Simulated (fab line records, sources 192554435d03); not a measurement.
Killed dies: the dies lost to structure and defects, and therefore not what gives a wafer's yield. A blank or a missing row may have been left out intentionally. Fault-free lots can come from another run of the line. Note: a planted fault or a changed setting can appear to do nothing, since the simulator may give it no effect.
8D (eight disciplines) problem report, filled in by code / flow n5Finfet / the parts of the form that need people (team, actions taken, sign-off) are left out

== 1. PROBLEM STATEMENT ==
M1_THK at N5_BEOL_M1_THK_MEAS_53 reads a mean of 33.2 nm on 1 wafer of 1 lot; wafers without a fault read 40.5 nm with a standard deviation of 1.8. Measured from the usual mean, that is -4.1 standard deviations.
The step: measures by xrf.
Seen first at day 9 22:08 on filmMetro-01, wafer L775.2. At this step, 27 wafers from 9 lots have a number in the record. Rule for "out", or "out of limits": more than 4 standard deviations from the usual mean. The rest of the wafers with a number are treated as sound.

== 2. WHAT IT IS, WHAT IT ISN'T ==
question=which readings at this step | is=M1_THK | is not=-
question=which lots | is=L775 | is not=L761, L762, L767, L768, L780, L781, L782, L783
question=which wafers of those lots | is=L775.2 | is not=L775.1, L775.5
question=read on which gauges | is=filmMetro-01 | is not=filmMetro-02
question=when | is=from day 9 22:08 | is not=up to then (14 sound wafers); but 12 sound wafers of L780, L781, L782, L783 came after

== 3. SUSPECTS, AND WHAT RULES EACH OUT ==
Counting: any tool at a process step up to the reading remains a suspect provided it ran every lot that is out. Sound lots after the first of them don't rule it out here, since some wafers of a struck lot are sound.
- ruled out: the gauge at N5_BEOL_M1_THK_MEAS_53. All the wafers that are out were read on filmMetro-01, but those of them that N5_BEOL_M1_RS_MEAS_58 has rows for are out there too, on other tools.
- pecvd-03 at N5_BEOL_M0_DEP_125 (deposits SiCN from 3MS/NH3, target thk 8 nm, time 14 s): kept. L775, the lot that is out, went through it at day 9 13:23; up to then, the latest sound lot through it was L768 at day 7 20:52.
- pvdSputter-02 at N5_BEOL_M1_SPUTTER_81 (material Cu, target thk 4.5 nm, time 8.29 s): kept. L775, the lot that is out, went through it at day 9 20:02; up to then, the latest sound lot through it was L768 at day 8 04:04.
- pvdSputter-02 at N5_BEOL_M1_ANNEAL_91 (time 240 s): kept. L775, the lot that is out, went through it at day 9 20:46; up to then, the latest sound lot through it was L768 at day 8 04:48.
- pvdSputter-02 at N5_BEOL_M1_SPUTTER_94 (material Cu, target thk 4.5 nm, time 8.29 s): kept. L775, the lot that is out, went through it at day 9 21:08; up to then, the latest sound lot through it was L768 at day 8 05:10.
- Within pecvd-03 at N5_BEOL_M0_DEP_125: the wafers that are out ran in chamber 1; their sound lot-mates ran in chambers 0, 2.
Left after counting: pecvd-03 at N5_BEOL_M0_DEP_125, pvdSputter-02 at N5_BEOL_M1_SPUTTER_81, pvdSputter-02 at N5_BEOL_M1_ANNEAL_91, pvdSputter-02 at N5_BEOL_M1_SPUTTER_94.

== 4. THE CAUSE (what the simulator had put in) ==
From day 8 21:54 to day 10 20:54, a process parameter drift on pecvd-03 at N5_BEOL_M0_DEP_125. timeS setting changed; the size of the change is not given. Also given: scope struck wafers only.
This tool is one of the 4 suspects left after counting.

== 5. THE CHAIN OF EFFECTS, in route order ==
Each row: a reading whose mean over the struck wafers that have a number lies more than 3 standard deviations from the usual. Only readings whose record carries a usual standard deviation are examined. hours: median over the lots of the time between each lot's start at the first step of this table that gives one and its start at this step. sigmas: the change, counted in usual standard deviations.
hours=0; step=N5_BEOL_M1_THK_MEAS_53; reading=M1_THK; usual=40.5 nm; on struck wafers=33.2; change=-7.3; sigmas=-4.1
hours=0; step=N5_BEOL_M1_RS_MEAS_58; reading=M1_RS; usual=0.68 ohm/sq; on struck wafers=0.88; change=+0.20; sigmas=+5.3
Readings that are blank on the struck wafers while sound wafers have them: rfFwdPowerW at N5_BEOL_M0_DEP_125.
Later steps that measure or inspect, where all struck wafers having a row at the step show a number for every such reading and not one has moved that far: N5_BEOL_M4_RC_MEAS_101.

== 6. WHAT WOULD HAVE CAUGHT IT SOONER ==
24 hours passed between the start of the fault at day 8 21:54 and the first reading out of limits at a measuring or inspecting step in this record, taken at day 9 22:08.
The start of N5_BEOL_M0_DEP_125 on pecvd-03 came by day 9 22:08 for every one of the lots that are out (1). Had the tool been put on hold then, not one of them would have been saved.
